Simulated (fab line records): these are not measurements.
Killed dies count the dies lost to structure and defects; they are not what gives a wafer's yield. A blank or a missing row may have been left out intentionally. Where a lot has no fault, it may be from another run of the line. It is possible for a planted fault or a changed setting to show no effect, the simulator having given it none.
What tool caused it?	flow nandHarc	24 lots, 72 wafers sampled, at 6 steps of a route of 1302

== WHAT EACH GAUGE READ, for each wafer ==
No reading from a measuring or inspecting step in the record can be judged against a usual standard deviation.

== TOOL THAT RAN EACH LOT (tool first, then ch and the chambers of the sampled wafers, then the start) ==
lot	NHARC_A_STAIRCASE_TRIM_233	NHARC_A_STAIRCASE_ETCH_253	NHARC_A_STAIRCASE_DEP_259	NHARC_A_STAIRCASE_STRIP_316	NHARC_A_STAIRCASE_DEP_151	NHARC_A_STAIRCASE_ETCH_444
L074	rieDiel-11 ch 0,1,3, day 16 07:55 or earlier	rieDiel-07 ch 0,1,3, day 16 07:55	pecvd-04 ch 1,2, day 16 12:52	rieDiel-10 ch 0,1,3, day 17 18:01 or earlier	pecvd-01 ch 1,2, day 17 18:01	rieDiel-07 ch 0,2, day 18 22:53
L075	rieDiel-10 ch 2,3, day 16 10:34 or earlier	rieDiel-11 ch 2,3, day 16 10:34	pecvd-01 ch 0,1,2, day 16 14:29	rieDiel-07 ch 1,3, day 17 17:52 or earlier	pecvd-04 ch 0,2, day 17 17:52	rieDiel-11 ch 0,2,3, day 18 21:57
L076	rieDiel-10 ch 0,2,3, day 16 12:23 or earlier	rieDiel-07 ch 2,3, day 16 12:23	pecvd-01 ch 0,1,2, day 16 16:56	rieDiel-07 ch 0,1,3, day 18 03:23 or earlier	pecvd-01 ch 0,2, day 18 03:23	rieDiel-07 ch 2,3, day 19 07:57
L077	rieDiel-07 ch 0,1,3, day 17 21:37 or earlier	rieDiel-10 ch 0,2, day 17 21:37	pecvd-01 ch 0,2, day 18 02:42	rieDiel-10 ch 1,2,3, day 19 10:23 or earlier	pecvd-04 ch 0,1,2, day 19 10:23	rieDiel-10 ch 0,1, day 20 14:37
L078	rieDiel-07 ch 1,2,3, day 17 22:52 or earlier	rieDiel-07 ch 0,1,3, day 17 22:52	pecvd-01 ch 0,2, day 18 04:22	rieDiel-07 ch 0,1, day 19 10:34 or earlier	pecvd-03 ch 0,1, day 19 10:34	rieDiel-11 ch 1,3, day 20 14:29
L079	rieDiel-11 ch 1,2, day 18 03:32 or earlier	rieDiel-07 ch 0,1,3, day 18 03:32	pecvd-04 ch 0,2, day 18 06:17	rieDiel-11 ch 1,2,3, day 19 10:31 or earlier	pecvd-01 ch 0,1, day 19 10:31	rieDiel-07 ch 0,1, day 20 14:45
L080	rieDiel-11 ch 0,1,2, day 18 19:04 or earlier	rieDiel-07 ch 0,1,2, day 18 19:04	pecvd-01 ch 0,1, day 19 00:13	rieDiel-11 ch 0,2,3, day 20 05:41 or earlier	pecvd-03 ch 0,1, day 20 05:41	rieDiel-07 ch 0,1, day 21 13:18
L082	rieDiel-10 ch 0,2,3, day 19 13:32 or earlier	rieDiel-07 ch 0,1, day 19 13:32	pecvd-04 ch 0,1,2, day 19 16:17	rieDiel-07 ch 2,3, day 20 23:25 or earlier	pecvd-03 ch 1,2, day 20 23:25	rieDiel-07 ch 0,2, day 22 09:51
L081	rieDiel-07 ch 1,2,3, day 19 14:05 or earlier	rieDiel-07 ch 2,3, day 19 14:05	pecvd-03 ch 0,2, day 19 16:50	rieDiel-10 ch 0,2, day 20 23:26 or earlier	pecvd-04 ch 1,2, day 20 23:26	rieDiel-11 ch 0,1,2, day 22 10:21
L084	rieDiel-10 ch 1,3, day 20 00:30 or earlier	rieDiel-11 ch 1,3, day 20 00:30	pecvd-03 ch 1,2, day 20 04:52	rieDiel-11 ch 1,2, day 21 08:43 or earlier	pecvd-04 ch 0,1, day 21 08:43	rieDiel-11 ch 0,1, day 22 16:43
L083	rieDiel-11 ch 0,1,2, day 20 01:10 or earlier	rieDiel-10 ch 0,1,3, day 20 01:10	pecvd-01 ch 0,1, day 20 05:25	rieDiel-11 ch 0,2,3, day 21 08:49 or earlier	pecvd-01 ch 0,2, day 21 08:49	rieDiel-10 ch 0,2,3, day 22 16:22
L085	rieDiel-07 ch 0,1,3, day 20 17:35 or earlier	rieDiel-11 ch 0,2, day 20 17:35	pecvd-01 ch 0,2, day 20 21:10	rieDiel-10 ch 0,1, day 22 13:07 or earlier	pecvd-03 ch 1,2, day 22 13:07	rieDiel-11 ch 2,3, day 23 14:09
L086	rieDiel-10 ch 0,1,2, day 20 23:51 or earlier	rieDiel-10 ch 2,3, day 20 23:51	pecvd-03 ch 0,1,2, day 21 02:41	rieDiel-11 ch 1,2, day 22 13:24 or earlier	pecvd-01 ch 0,1,2, day 22 13:24	rieDiel-07 ch 1,2,3, day 23 15:28
L088	rieDiel-11 ch 0,2, day 22 00:04 or earlier	rieDiel-11 ch 0,1,3, day 22 00:04	pecvd-04 ch 1,2, day 22 02:56	rieDiel-11 ch 0,1,3, day 23 09:40 or earlier	pecvd-04 ch 1,2, day 23 09:40	rieDiel-07 ch 0,3, day 24 11:17
L087	rieDiel-07 ch 0,1,2, day 22 00:21 or earlier	rieDiel-11 ch 1,2,3, day 22 00:21	pecvd-01 ch 1,2, day 22 03:11	rieDiel-07 ch 0,2, day 23 09:40 or earlier	pecvd-01 ch 0,1, day 23 09:40	rieDiel-10 ch 0,2, day 24 11:55
L089	rieDiel-10 ch 0,2,3, day 22 08:35 or earlier	rieDiel-11 ch 0,1,2, day 22 08:35	pecvd-03 ch 0,1, day 22 11:22	rieDiel-10 ch 1,2,3, day 23 15:42 or earlier	pecvd-01 ch 0,1,2, day 23 15:42	rieDiel-07 ch 2,3, day 24 15:26
L090	rieDiel-11 ch 0,3, day 23 02:29 or earlier	rieDiel-07 ch 0,1, day 23 02:29	pecvd-03 ch 0,1,2, day 23 05:32	rieDiel-07 ch 2,3, day 24 14:01 or earlier	pecvd-03 ch 0,1,2, day 24 14:01	rieDiel-07 ch 2,3, day 25 18:09
L091	rieDiel-07 ch 1,2,3, day 23 10:40 or earlier	rieDiel-10 ch 0,3, day 23 10:40	pecvd-04 ch 1,2, day 23 15:39	rieDiel-07 ch 0,2,3, day 24 21:15 or earlier	pecvd-01 ch 0,1,2, day 24 21:15	rieDiel-11 ch 0,1, day 25 18:47
L092	rieDiel-10 ch 1,2,3, day 23 17:09 or earlier	rieDiel-07 ch 0,2,3, day 23 17:09	pecvd-04 ch 0,1,2, day 23 21:38	rieDiel-07 ch 0,2,3, day 25 08:56 or earlier	pecvd-01 ch 0,1,2, day 25 08:56	rieDiel-11 ch 1,2,3, day 26 11:28
L093	rieDiel-07 ch 0,1,3, day 23 20:26 or earlier	rieDiel-11 ch 0,2,3, day 23 20:26	pecvd-04 ch 0,1, day 23 23:31	rieDiel-11 ch 2,3, day 25 09:07 or earlier	pecvd-03 ch 1,2, day 25 09:07	rieDiel-07 ch 0,1, day 26 11:28
L094	rieDiel-07 ch 1,2, day 24 03:28 or earlier	rieDiel-10 ch 0,3, day 24 03:28	pecvd-04 ch 1,2, day 24 08:10	rieDiel-07 ch 1,2,3, day 25 14:49 or earlier	pecvd-01 ch 1,2, day 25 14:49	rieDiel-07 ch 1,2,3, day 26 22:25
L095	rieDiel-11 ch 0,1,2, day 24 21:48 or earlier	rieDiel-07 ch 0,2,3, day 24 21:48	pecvd-04 ch 1,2, day 25 00:38	rieDiel-10 ch 2,3, day 26 07:52 or earlier	pecvd-01 ch 0,2, day 26 07:52	rieDiel-07 ch 0,2,3, day 27 12:56
L096	rieDiel-11 ch 0,1, day 25 04:23 or earlier	rieDiel-11 ch 0,1,3, day 25 04:23	pecvd-04 ch 0,2, day 25 09:31	rieDiel-10 ch 0,1, day 26 16:01 or earlier	pecvd-03 ch 0,1, day 26 16:01	rieDiel-07 ch 0,1,3, day 27 20:17
L097	rieDiel-10 ch 0,3, day 25 12:06 or earlier	rieDiel-10 ch 0,1,3, day 25 12:06	pecvd-04 ch 0,1, day 25 14:53	rieDiel-11 ch 2,3, day 26 19:24 or earlier	pecvd-04 ch 0,1,2, day 26 19:24	rieDiel-10 ch 0,2,3, day 27 21:26
- NHARC_A_STAIRCASE_TRIM_233: chemistry O2, time 211.2 s.
- NHARC_A_STAIRCASE_ETCH_253: etches the open film in C4F8/O2, target depth 50 nm, time 20.2 s.
- NHARC_A_STAIRCASE_DEP_259: deposits SiON, target thk 30 nm.
- NHARC_A_STAIRCASE_STRIP_316: strips in O2.
- NHARC_A_STAIRCASE_DEP_151: deposits SiO2, target thk 7200 nm.
- NHARC_A_STAIRCASE_ETCH_444: etches the open film in C4F8/O2, target depth 20400 nm, time 6800 s.

== AS READ BY THE TOOLS THEMSELVES (means over the sampled wafers that have a number; for cases with no such wafer, the mark the record gives instead) ==
NHARC_A_STAIRCASE_TRIM_233.
lot	tool	drypumpMotorCurrentA (A)	mfcArSccm (sccm)	o2FlowSccm (sccm)	oesProductAu (a.u.)	rfVppV (V)	showerheadPlenumPTorr (Torr)	throttleValvePct (%)
L074	rieDiel-11	6.0	0.009	499.0	1.007	57.7	3.66	17.040
L075	rieDiel-10	6.0	0.000	499.9	1.007	58.3	3.49	17.036
L076	rieDiel-10	6.0	0.006	499.7	1.003	58.1	3.46	17.034
L077	rieDiel-07	5.8	0.003	499.8	1.000	57.9	3.49	17.029
L078	rieDiel-07	6.0	0.003	498.8	0.996	57.1	3.44	17.031
L079	rieDiel-11	6.1	0.000	501.4	1.013	56.8	3.53	17.038
L080	rieDiel-11	5.8	0.000	499.1	1.008	57.3	3.57	17.045
L082	rieDiel-10	6.0	0.006	500.3	1.018	58.2	3.62	17.034
L081	rieDiel-07	6.0	0.003	499.4	0.995	58.0	3.44	17.030
L084	rieDiel-10	6.1	0.000	499.4	0.993	58.2	3.47	17.043
L083	rieDiel-11	5.8	0.000	500.2	1.004	58.3	3.57	17.031
L085	rieDiel-07	5.8	0.003	498.0	1.002	56.6	3.48	17.031
L086	rieDiel-10	6.0	0.006	502.8	1.008	57.6	3.57	17.037
L088	rieDiel-11	5.4	0.000	500.3	0.996	57.9	3.61	17.037
L087	rieDiel-07	5.7	0.000	499.5	0.989	58.5	3.42	17.035
L089	rieDiel-10	6.0	0.006	500.8	1.016	57.6	3.61	17.038
L090	rieDiel-11	6.0	0.018	499.0	1.004	58.4	3.64	17.032
L091	rieDiel-07	6.0	0.003	498.8	0.995	57.7	3.42	17.035
L092	rieDiel-10	5.9	0.000	499.7	1.013	57.8	3.59	17.033
L093	rieDiel-07	5.8	0.003	498.9	0.991	57.5	3.47	17.038
L094	rieDiel-07	6.1	0.000	500.2	0.996	57.6	3.44	17.030
L095	rieDiel-11	5.7	0.000	499.0	1.005	57.1	3.55	17.044
L096	rieDiel-11	5.7	0.000	498.7	1.018	57.8	3.66	17.026
L097	rieDiel-10	6.3	0.013	499.5	1.007	58.6	3.49	17.042

NHARC_A_STAIRCASE_ETCH_253.
lot	tool	oesProductAu (a.u.)	rfVppV (V)
L074	rieDiel-07	0.962	895
L075	rieDiel-11	0.963	894
L076	rieDiel-07	0.961	893
L077	rieDiel-10	0.935	889
L078	rieDiel-07	0.927	895
L079	rieDiel-07	0.955	894
L080	rieDiel-07	0.967	892
L082	rieDiel-07	0.948	896
L081	rieDiel-07	0.973	891
L084	rieDiel-11	0.979	899
L083	rieDiel-10	0.975	895
L085	rieDiel-11	0.931	895
L086	rieDiel-10	0.968	899
L088	rieDiel-11	0.974	900
L087	rieDiel-11	0.957	896
L089	rieDiel-11	0.973	896
L090	rieDiel-07	0.967	893
L091	rieDiel-10	0.943	894
L092	rieDiel-07	0.937	892
L093	rieDiel-11	0.929	898
L094	rieDiel-10	0.974	895
L095	rieDiel-07	0.956	891
L096	rieDiel-11	0.957	900
L097	rieDiel-10	0.966	895

NHARC_A_STAIRCASE_DEP_259.
lot	tool	heaterPowerW (W)
L074	pecvd-04	935
L075	pecvd-01	801
L076	pecvd-01	786
L077	pecvd-01	798
L078	pecvd-01	770
L079	pecvd-04	930
L080	pecvd-01	737
L082	pecvd-04	850
L081	pecvd-03	726
L084	pecvd-03	807
L083	pecvd-01	795
L085	pecvd-01	713
L086	pecvd-03	738
L088	pecvd-04	910
L087	pecvd-01	836
L089	pecvd-03	813
L090	pecvd-03	729
L091	pecvd-04	953
L092	pecvd-04	869
L093	pecvd-04	850
L094	pecvd-04	906
L095	pecvd-04	831
L096	pecvd-04	819
L097	pecvd-04	826

NHARC_A_STAIRCASE_STRIP_316.
lot	tool	drypumpMotorCurrentA (A)	mfcArSccm (sccm)	o2FlowSccm (sccm)	oesProductAu (a.u.)	rfVppV (V)	showerheadPlenumPTorr (Torr)	throttleValvePct (%)
L074	rieDiel-10	6.2	0.006	501.2	1.002	58.2	3.50	17.037
L075	rieDiel-07	6.1	0.006	501.1	1.005	58.2	3.50	17.037
L076	rieDiel-07	5.8	0.003	500.5	0.998	57.7	3.49	17.032
L077	rieDiel-10	6.0	0.000	499.1	1.004	56.9	3.43	17.046
L078	rieDiel-07	5.5	0.000	500.7	0.996	56.6	3.49	17.041
L079	rieDiel-11	6.1	0.009	501.0	1.010	57.8	3.53	17.035
L080	rieDiel-11	5.7	0.009	500.1	1.005	58.0	3.58	17.037
L082	rieDiel-07	5.9	0.003	499.8	0.997	57.8	3.35	17.042
L081	rieDiel-10	5.8	0.006	499.6	1.025	59.0	3.69	17.036
L084	rieDiel-11	5.9	0.000	500.8	1.013	57.5	3.45	17.032
L083	rieDiel-11	5.7	0.009	499.7	1.005	58.4	3.57	17.034
L085	rieDiel-10	6.2	0.013	499.6	1.006	58.1	3.46	17.038
L086	rieDiel-11	6.1	0.000	498.3	1.008	58.0	3.51	17.032
L088	rieDiel-11	6.0	0.009	500.1	1.004	57.3	3.63	17.031
L087	rieDiel-07	5.6	0.000	500.8	0.997	57.8	3.34	17.039
L089	rieDiel-10	5.9	0.000	498.5	1.005	58.4	3.59	17.037
L090	rieDiel-07	6.0	0.006	499.1	0.999	56.9	3.40	17.036
L091	rieDiel-07	5.6	0.003	501.0	0.995	57.3	3.39	17.035
L092	rieDiel-07	5.6	0.003	500.8	0.997	58.6	3.39	17.032
L093	rieDiel-11	5.8	0.009	499.4	1.003	57.6	3.44	17.041
L094	rieDiel-07	6.1	0.003	498.6	0.992	58.1	3.41	17.043
L095	rieDiel-10	6.0	0.000	498.3	1.012	57.6	3.62	17.036
L096	rieDiel-10	6.2	0.006	499.9	0.997	57.7	3.42	17.031
L097	rieDiel-11	6.1	0.018	498.4	1.002	57.9	3.51	17.039

NHARC_A_STAIRCASE_DEP_151.
lot	tool	heaterPowerW (W)
L074	pecvd-01	655
L075	pecvd-04	748
L076	pecvd-01	641
L077	pecvd-04	678
L078	pecvd-03	612
L079	pecvd-01	655
L080	pecvd-03	592
L082	pecvd-03	746
L081	pecvd-04	792
L084	pecvd-04	701
L083	pecvd-01	682
L085	pecvd-03	757
L086	pecvd-01	629
L088	pecvd-04	787
L087	pecvd-01	612
L089	pecvd-01	725
L090	pecvd-03	626
L091	pecvd-01	684
L092	pecvd-01	671
L093	pecvd-03	712
L094	pecvd-01	688
L095	pecvd-01	593
L096	pecvd-03	591
L097	pecvd-04	765

NHARC_A_STAIRCASE_ETCH_444.
lot	tool	oesProductAu (a.u.)	rfVppV (V)
L074	rieDiel-07	0.924	802
L075	rieDiel-11	0.926	809
L076	rieDiel-07	0.931	801
L077	rieDiel-10	0.954	804
L078	rieDiel-11	0.959	809
L079	rieDiel-07	0.930	806
L080	rieDiel-07	0.974	805
L082	rieDiel-07	0.978	804
L081	rieDiel-11	0.927	807
L084	rieDiel-11	0.934	810
L083	rieDiel-10	0.936	809
L085	rieDiel-11	0.926	806
L086	rieDiel-07	0.926	804
L088	rieDiel-07	0.961	805
L087	rieDiel-10	0.939	812
L089	rieDiel-07	0.922	801
L090	rieDiel-07	0.924	801
L091	rieDiel-11	0.938	811
L092	rieDiel-11	0.925	806
L093	rieDiel-07	0.923	804
L094	rieDiel-07	0.922	803
L095	rieDiel-07	0.933	802
L096	rieDiel-07	0.926	804
L097	rieDiel-10	0.962	808

== THE ANSWER, worked out from the rows above alone ==
Rule: the lots themselves supply what counts as usual. The widest of any qualifying gaps counts: lots, ordered by their means at a reading, are off when they make up no more than a third of the lots, leave a main group of 4 or more, and stand apart from it by 3 or more times the standard deviation of that group's means. The tables above print the reading to a certain number of digits; a main group whose means all agree to those digits is not used. Also off: a lot with no number at a reading for which 4 or more lots have one. Any other lot the step has rows for is counted as sound. First the gauges in route order, then the tools' own readings, where a lot's mean is used as printed above. At the first step where some lot is off, the reading lying furthest off is the one used; lots without a number count as furthest.
Across all readings shown, no lot is off: no conclusion can be drawn from this.

== WHAT THE SIMULATOR HAD PUT IN ==
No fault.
